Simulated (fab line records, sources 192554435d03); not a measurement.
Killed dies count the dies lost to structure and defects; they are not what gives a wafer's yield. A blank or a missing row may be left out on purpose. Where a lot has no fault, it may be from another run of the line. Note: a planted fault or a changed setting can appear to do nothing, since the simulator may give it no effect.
Matching of chambers	flow n5Finfet	3 sister chambers for N5_FIN_SAQP_PECVD_47 on pecvd-02
The step deposits a-Si from SiH4/He, target thk 45 nm, time 36.3 s. 6 wafers are shown with their chamber, then 9 later ones without.

## WAFERS PAIRED WITH THEIR CHAMBERS
wafer	chamber	throttleValvePct (%)	showerheadPlenumPTorr (Torr)
L082.1	2	17.7	5.61
L082.2	0	17.2	5.63
L082.3	1	18.5	5.65
L083.4	1	18.4	5.67
L083.5	0	17.2	5.62
L083.6	2	17.7	5.61

## WAFERS MISSING THEIR CHAMBER
wafer	throttleValvePct (%)	showerheadPlenumPTorr (Torr)
L084.2	16.9	5.62
L084.3	18.0	5.60
L084.4	17.7	5.60
L089.3	17.8	5.61
L089.4	18.2	5.67
L089.5	18.1	5.60
L097.1	16.9	5.62
L097.2	18.3	5.65
L097.4	18.0	5.59

## THE CHAMBER EACH PASSED THROUGH
wafer	from the rows above	in truth
L084.2	0	0
L084.3	2	2
L084.4	2	2
L089.3	2	2
L089.4	1	1
L089.5	can't be placed: 2 or 1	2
L097.1	0	0
L097.2	1	1
L097.4	2	2
Placed correctly: 8 of 9. Not placeable from these rows: 1 (in 1, the candidates include the true chamber). 0 placed wrongly.
How it was worked out, from the rows above alone: a wafer's distance from a chamber is the root of the sum, over the readings, of the square of ((its reading less the chamber's mean) divided by the reading's scatter). The wafer belongs to the nearest chamber; if the next one is less than 2 further off, it can't be placed. The mean given for a chamber averages the wafers shown for that chamber. The scatter: take each reading less its chamber's mean, square it, sum over the shown wafers, divide by the number of wafers less the number of chambers, and take the root.
